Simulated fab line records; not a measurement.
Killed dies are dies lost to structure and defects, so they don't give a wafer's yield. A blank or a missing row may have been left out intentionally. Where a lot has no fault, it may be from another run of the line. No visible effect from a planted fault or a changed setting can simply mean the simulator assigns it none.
Which tool was responsible? / flow n5Finfet / 11 lots with 33 wafers sampled at 2 steps, on a route of 1938 steps

## WHAT THE GAUGES SHOWED, per wafer
N5_BEOL_M10_OVL_MEAS_12.
lot=L508; measured=day 11 06:31; on=overlay-01; M10_OVL (nm)=0.7 -0.7 0.6
lot=L511; measured=day 11 12:10; on=overlay-01; M10_OVL (nm)=-0.5 -0.4 -1.2
lot=L509; measured=day 11 12:38; on=overlay-02; M10_OVL (nm)=-1.5 -1.5 -1.6
lot=L510; measured=day 11 12:59; on=overlay-01; M10_OVL (nm)=0.8 0.8 0.3
lot=L515; measured=day 12 05:47; on=overlay-01; M10_OVL (nm)=-0.7 -0.6 0.5
lot=L513; measured=day 12 05:57; on=overlay-02; M10_OVL (nm)=0.0 0.1 -0.6
lot=L514; measured=day 12 08:43; on=overlay-02; M10_OVL (nm)=0.0 -1.8 -1.2
lot=L519; measured=day 13 20:16; on=overlay-02; M10_OVL (nm)=-1.3 -1.5 -1.5
lot=L521; measured=day 14 03:28; on=overlay-01; M10_OVL (nm)=0.0 -0.3 -0.1
lot=L526; measured=day 15 22:22; on=overlay-02; M10_OVL (nm)=0.0 -1.2 0.2
lot=L529; measured=day 16 10:50; on=overlay-01; M10_OVL (nm)=-0.4 0.0 -0.2

## TOOL THAT RAN EACH LOT (tool first, then ch and the chambers of the sampled wafers, then the start)
lot=L508; N5_BEOL_M10_ILD_DEP_00=pecvd-01 ch 0,1, day 11 05:18
lot=L511; N5_BEOL_M10_ILD_DEP_00=pecvd-04 ch 1,2, day 11 10:01
lot=L509; N5_BEOL_M10_ILD_DEP_00=pecvd-04 ch 0,1,2, day 11 11:04
lot=L510; N5_BEOL_M10_ILD_DEP_00=pecvd-03 ch 0,1,2, day 11 11:23
lot=L515; N5_BEOL_M10_ILD_DEP_00=pecvd-04 ch 1,2, day 12 03:56
lot=L513; N5_BEOL_M10_ILD_DEP_00=pecvd-04 ch 0,1,2, day 12 04:10
lot=L514; N5_BEOL_M10_ILD_DEP_00=pecvd-01 ch 0,2, day 12 06:28
lot=L519; N5_BEOL_M10_ILD_DEP_00=pecvd-01 ch 0,1,2, day 13 17:12
lot=L521; N5_BEOL_M10_ILD_DEP_00=pecvd-04 ch 1,2, day 14 00:59
lot=L526; N5_BEOL_M10_ILD_DEP_00=pecvd-01 ch 0,1, day 15 20:29
lot=L529; N5_BEOL_M10_ILD_DEP_00=pecvd-01 ch 0,1,2, day 16 08:52
- N5_BEOL_M10_ILD_DEP_00: deposits SiCOH lowk from DEMS/porogen, target thk 308.51 nm, time 58 s.

## WHAT THE TOOLS THEMSELVES READ (means of the sampled wafers that have a number; where no wafer has one, the mark that the record gives instead)
N5_BEOL_M10_ILD_DEP_00.
lot=L508; tool=pecvd-01; chamberPressureTorr (Torr)=4.993; heaterPowerW (W)=293; showerheadPlenumPTorr (Torr)=5.726; throttleValvePct (%)=15.3
lot=L511; tool=pecvd-04; chamberPressureTorr (Torr)=5.004; heaterPowerW (W)=305; showerheadPlenumPTorr (Torr)=5.740; throttleValvePct (%)=13.4
lot=L509; tool=pecvd-04; chamberPressureTorr (Torr)=4.991; heaterPowerW (W)=302; showerheadPlenumPTorr (Torr)=5.731; throttleValvePct (%)=13.5
lot=L510; tool=pecvd-03; chamberPressureTorr (Torr)=5.005; heaterPowerW (W)=288; showerheadPlenumPTorr (Torr)=5.735; throttleValvePct (%)=13.9
lot=L515; tool=pecvd-04; chamberPressureTorr (Torr)=4.998; heaterPowerW (W)=298; showerheadPlenumPTorr (Torr)=5.729; throttleValvePct (%)=13.3
lot=L513; tool=pecvd-04; chamberPressureTorr (Torr)=5.007; heaterPowerW (W)=332; showerheadPlenumPTorr (Torr)=5.724; throttleValvePct (%)=13.6
lot=L514; tool=pecvd-01; chamberPressureTorr (Torr)=4.994; heaterPowerW (W)=287; showerheadPlenumPTorr (Torr)=5.737; throttleValvePct (%)=13.8
lot=L519; tool=pecvd-01; chamberPressureTorr (Torr)=5.009; heaterPowerW (W)=317; showerheadPlenumPTorr (Torr)=5.736; throttleValvePct (%)=14.5
lot=L521; tool=pecvd-04; chamberPressureTorr (Torr)=4.998; heaterPowerW (W)=315; showerheadPlenumPTorr (Torr)=5.733; throttleValvePct (%)=13.3
lot=L526; tool=pecvd-01; chamberPressureTorr (Torr)=5.008; heaterPowerW (W)=323; showerheadPlenumPTorr (Torr)=5.718; throttleValvePct (%)=15.4
lot=L529; tool=pecvd-01; chamberPressureTorr (Torr)=5.003; heaterPowerW (W)=300; showerheadPlenumPTorr (Torr)=5.739; throttleValvePct (%)=14.6

## THE ANSWER, worked out from the rows above alone
Rule: usual is defined by the lots themselves. Put in order of their means at a reading, lots are off if they are a third of the lots or fewer, leave a main group of 4 or more, and stand apart from it by a gap of 3 or more times the standard deviation of the main group's means; of several such gaps the widest counts. A main group is skipped when, at the precision printed for the reading in the tables above, its means are all equal. Also off: a lot with no number at a reading for which 4 or more lots have one. Where the step has rows for the other lots, those lots are counted as sound. The gauges are gone through in route order, then the tools' own readings, and for those a lot's mean is taken as printed above. The first step at which some lot is off is used, and at that step the reading that is off furthest; a lot without a number counts as furthest.
No lot is off on any of the readings shown, so nothing can be concluded from this.

## WHAT THE SIMULATOR PUT IN
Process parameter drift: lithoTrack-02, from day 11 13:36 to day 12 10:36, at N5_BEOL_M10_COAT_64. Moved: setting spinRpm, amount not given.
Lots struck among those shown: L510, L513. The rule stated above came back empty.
